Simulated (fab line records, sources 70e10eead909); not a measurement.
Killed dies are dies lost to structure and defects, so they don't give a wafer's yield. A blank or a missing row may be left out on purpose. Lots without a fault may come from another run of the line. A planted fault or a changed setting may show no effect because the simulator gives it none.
Chamber matching | flow nand_harc | NHARC_A_WL_FILL_ALD_00 on ald_hk-03: 4 sister chambers
The step deposits Al2O3, target thk 3 nm, pulse time 3 s, ald cycles 30. 8 wafers are shown with their chamber, then 6 later ones without.

WAFERS WITH THEIR CHAMBER
wafer  | chamber | heater_power_w (W) | precursor_pulse_height_rel
L626.1 | 2       | 441                | 0.995
L627.2 | 3       | 535                | 0.992
L627.4 | 2       | 457                | 0.995
L638.2 | 0       | 443                | 0.964
L638.5 | 1       | 404                | 0.983
L636.1 | 3       | 517                | 1.010
L636.3 | 0       | 437                | 1.018
L636.4 | 1       | 408                | 1.015

WAFERS WITHOUT THEIR CHAMBER
wafer  | heater_power_w (W) | precursor_pulse_height_rel
L639.1 | 443                | 0.986
L639.2 | 408                | 0.996
L639.4 | 430                | 0.984
L640.1 | 436                | 1.003
L640.3 | 427                | 0.991
L640.4 | 404                | 0.986

WHICH CHAMBER EACH WENT THROUGH
wafer  | from the rows above          | in truth
L639.1 | can't be placed: 0 or 2      | 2
L639.2 | 1                            | 1
L639.4 | can't be placed: 0 or 2 or 1 | 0
L640.1 | can't be placed: 0 or 2      | 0
L640.3 | can't be placed: 0 or 1 or 2 | 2
L640.4 | 1                            | 1
Placed correctly: 2 of 6. Can't be placed from these rows: 4 (the true chamber is among the candidates in 4). Placed wrongly: 0.
How it was worked out, from the rows above alone: a wafer's distance from a chamber is the root of the sum, over the readings, of the square of ((its reading less the chamber's mean) divided by the reading's scatter). The wafer belongs to the nearest chamber; if the next one is less than 2 further off, it can't be placed. A chamber's mean is the mean of its shown wafers. The scatter: the root of (the sum of the squares of (reading less its chamber's mean) over the shown wafers, divided by (wafers less chambers)).
